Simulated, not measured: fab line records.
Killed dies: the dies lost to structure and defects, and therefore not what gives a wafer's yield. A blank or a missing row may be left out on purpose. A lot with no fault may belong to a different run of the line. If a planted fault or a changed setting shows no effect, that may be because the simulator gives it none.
Matching of chambers :: flow n5-finfet :: 4 sister chambers for N5_BEOL_M13_ETCH_38 on rie-diel-05
The step etches SiCN in CF4/N2, target depth 67.5 nm, time 71.9 s. 18 wafers are shown with their chamber, then 9 later ones without.

## WAFERS WITH THEIR CHAMBER
wafer: L078.1
chamber: 0
showerhead-plenum-p-Torr (Torr): 2.31
drypump-motor-current-A (A): 5.6
throttle-valve-pct (%): 15.25

wafer: L078.2
chamber: 1
showerhead-plenum-p-Torr (Torr): 2.11
drypump-motor-current-A (A): 5.8
throttle-valve-pct (%): 15.68

wafer: L078.5
chamber: 2
showerhead-plenum-p-Torr (Torr): 2.20
drypump-motor-current-A (A): 5.2
throttle-valve-pct (%): 15.38

wafer: L082.1
chamber: 0
showerhead-plenum-p-Torr (Torr): 2.31
drypump-motor-current-A (A): 5.7
throttle-valve-pct (%): 15.26

wafer: L082.3
chamber: 1
showerhead-plenum-p-Torr (Torr): 2.10
drypump-motor-current-A (A): 5.7
throttle-valve-pct (%): 15.72

wafer: L082.4
chamber: 2
showerhead-plenum-p-Torr (Torr): 2.19
drypump-motor-current-A (A): 5.2
throttle-valve-pct (%): 15.37

wafer: L084.2
chamber: 3
showerhead-plenum-p-Torr (Torr): 2.22
drypump-motor-current-A (A): 6.3
throttle-valve-pct (%): 15.86

wafer: L084.4
chamber: 3
showerhead-plenum-p-Torr (Torr): 2.22
drypump-motor-current-A (A): 6.3
throttle-valve-pct (%): 15.89

wafer: L084.5
chamber: 2
showerhead-plenum-p-Torr (Torr): 2.19
drypump-motor-current-A (A): 5.2
throttle-valve-pct (%): 15.40

wafer: L083.4
chamber: 3
showerhead-plenum-p-Torr (Torr): 2.22
drypump-motor-current-A (A): 6.3
throttle-valve-pct (%): 15.87

wafer: L083.5
chamber: 1
showerhead-plenum-p-Torr (Torr): 2.10
drypump-motor-current-A (A): 5.8
throttle-valve-pct (%): 15.73

wafer: L083.6
chamber: 2
showerhead-plenum-p-Torr (Torr): 2.19
drypump-motor-current-A (A): 5.2
throttle-valve-pct (%): 15.38

wafer: L090.2
chamber: 1
showerhead-plenum-p-Torr (Torr): 2.10
drypump-motor-current-A (A): 5.8
throttle-valve-pct (%): 15.74

wafer: L090.5
chamber: 2
showerhead-plenum-p-Torr (Torr): 2.19
drypump-motor-current-A (A): 5.2
throttle-valve-pct (%): 15.42

wafer: L090.6
chamber: 3
showerhead-plenum-p-Torr (Torr): 2.21
drypump-motor-current-A (A): 6.3
throttle-valve-pct (%): 15.89

wafer: L093.1
chamber: 1
showerhead-plenum-p-Torr (Torr): 2.10
drypump-motor-current-A (A): 5.8
throttle-valve-pct (%): 15.75

wafer: L093.2
chamber: 2
showerhead-plenum-p-Torr (Torr): 2.19
drypump-motor-current-A (A): 5.2
throttle-valve-pct (%): 15.43

wafer: L093.3
chamber: 0
showerhead-plenum-p-Torr (Torr): 2.31
drypump-motor-current-A (A): 5.7
throttle-valve-pct (%): 15.30

SIGNATURES (averages over the wafers above)
reading: showerhead-plenum-p-Torr
chamber 0: 2.3100
chamber 1: 2.1020
chamber 2: 2.1917
chamber 3: 2.2175
scatter within a chamber: 0.00413

reading: drypump-motor-current-A
chamber 0: 5.667
chamber 1: 5.780
chamber 2: 5.200
chamber 3: 6.300
scatter within a chamber: 0.0324

reading: throttle-valve-pct
chamber 0: 15.2700
chamber 1: 15.7240
chamber 2: 15.3967
chamber 3: 15.8775
scatter within a chamber: 0.0238
Rule: for a wafer and a chamber, the distance is found by dividing, reading by reading, the gap between the wafer's reading and the chamber's mean by the reading's scatter, squaring, summing and taking the root. If the next closest chamber is less than 2 further off than the closest, the wafer can't be placed; otherwise it belongs to the closest. The scatter: the root of (the sum of the squares of (reading less its chamber's mean) over the shown wafers, divided by (wafers less chambers)).

## WAFERS MISSING THEIR CHAMBER
wafer: L093.4
showerhead-plenum-p-Torr (Torr): 2.21
drypump-motor-current-A (A): 6.3
throttle-valve-pct (%): 15.90

wafer: L093.5
showerhead-plenum-p-Torr (Torr): 2.21
drypump-motor-current-A (A): 6.3
throttle-valve-pct (%): 15.91

wafer: L093.6
showerhead-plenum-p-Torr (Torr): 2.19
drypump-motor-current-A (A): 5.2
throttle-valve-pct (%): 15.43

wafer: L094.2
showerhead-plenum-p-Torr (Torr): 2.09
drypump-motor-current-A (A): 5.8
throttle-valve-pct (%): 15.76

wafer: L094.3
showerhead-plenum-p-Torr (Torr): 2.30
drypump-motor-current-A (A): 5.6
throttle-valve-pct (%): 15.28

wafer: L094.5
showerhead-plenum-p-Torr (Torr): 2.21
drypump-motor-current-A (A): 6.3
throttle-valve-pct (%): 15.90

wafer: L096.2
showerhead-plenum-p-Torr (Torr): 2.18
drypump-motor-current-A (A): 5.2
throttle-valve-pct (%): 15.45

wafer: L096.3
showerhead-plenum-p-Torr (Torr): 2.21
drypump-motor-current-A (A): 6.3
throttle-valve-pct (%): 15.91

wafer: L096.6
showerhead-plenum-p-Torr (Torr): 2.09
drypump-motor-current-A (A): 5.8
throttle-valve-pct (%): 15.78

## WHICH CHAMBER EACH WENT THROUGH
wafer: L093.4
from the rows above: 3
in truth: 3

wafer: L093.5
from the rows above: 3
in truth: 3

wafer: L093.6
from the rows above: 2
in truth: 2

wafer: L094.2
from the rows above: 1
in truth: 1

wafer: L094.3
from the rows above: 0
in truth: 0

wafer: L094.5
from the rows above: 3
in truth: 3

wafer: L096.2
from the rows above: 2
in truth: 2

wafer: L096.3
from the rows above: 3
in truth: 3

wafer: L096.6
from the rows above: 1
in truth: 1
Correct placement for 9 of the 9. Left unplaced by these rows: 0. 0 placed wrongly.
